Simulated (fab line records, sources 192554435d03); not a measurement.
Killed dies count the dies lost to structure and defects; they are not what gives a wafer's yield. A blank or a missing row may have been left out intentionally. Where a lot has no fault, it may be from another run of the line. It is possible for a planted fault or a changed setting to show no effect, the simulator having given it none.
Code-filled problem report in 8D (eight disciplines) form || flow n5 finfet || the parts of the form that need people (team, actions taken, sign-off) are left out

1. THE ISSUE
At N5_BEOL_M0_SAQP_PECVD_03, run length s averages 41.8 s over 6 wafers from 2 lots, while fault-free wafers read 51.4 s, standard deviation 0.42. Relative to the usual mean, that is a shift of -23 standard deviations.
The step: deposits SiCN from 3MS/NH3, target thk 12 nm, time 21.1 s.
First observed at day 8 21:40: wafer L222.1, on pecvd-02. The record holds 11 wafers of 4 lots with a number at this step. Rule for "out" (also "out of limits"): further than 4 standard deviations from the usual mean. All remaining wafers that have a number are taken as sound.

2. WHAT IT IS, AND WHAT IT ISN'T
{"question": "which readings at this step", "is": "run length s", "is not": "showerhead plenum p Torr, throttle valve pct"}
{"question": "which lots", "is": "L222, L223", "is not": "L211, L226"}
{"question": "which wafers of those lots", "is": "all that have a number", "is not": "-"}
{"question": "read on which tools", "is": "pecvd-02", "is not": "pecvd-04"}
{"question": "when", "is": "from day 8 21:40", "is not": "up to then (2 sound wafers); but 3 sound wafers of L226 came after"}

3. THE SUSPECTS, EACH WITH WHAT RULES IT OUT
Counting: any tool at a process step up to the reading is kept as a suspect provided that every lot that is out went through it and no sound lot did after the first of them.
- pecvd-02 at N5_BEOL_M0_SAQP_PECVD_03 (deposits SiCN from 3MS/NH3, target thk 12 nm, time 21.1 s): kept. All lots that are out passed through it, beginning with L222 at day 8 21:40, and no sound lot followed; its final sound lot before that point was L211 at day 6 07:31. On those wafers its own readings are out: run length s.
The count leaves pecvd-02 at N5_BEOL_M0_SAQP_PECVD_03.

4. THE CAUSE (what the simulator had put in)
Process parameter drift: pecvd-02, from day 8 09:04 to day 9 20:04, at N5_BEOL_M0_SAQP_PECVD_03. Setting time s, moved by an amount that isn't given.
Only this tool survived the counting.

5. THE EFFECT CHAIN, in route order
Each row: a reading where the mean over the struck wafers with a number is more than 3 standard deviations away from the usual. Only readings for which the record gives a usual standard deviation are gone through. hours: the time from each lot's start at the first step in this table that gives one to its start at this step, as a median over the lots. sigmas: the change in usual standard deviations.
{"hours": 0, "step": "N5_BEOL_M0_SAQP_PECVD_03", "reading": "run length s", "usual": "51.4 s", "on struck wafers": 41.8, "change": -9.6, "sigmas": -23}
Here are the process steps it includes:
- N5_BEOL_M0_SAQP_PECVD_03: deposits SiCN from 3MS/NH3, target thk 12 nm, time 21.1 s.
At these later measuring or inspecting steps, every struck wafer for which the step has a row has a number for every such reading, and none has moved that far: N5_BEOL_M4_RC_MEAS_101.

6. HOW IT WOULD HAVE BEEN CAUGHT EARLIER
13 hours passed between the start of the fault at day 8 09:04 and the first reading out of limits in this record, taken at day 8 21:40.
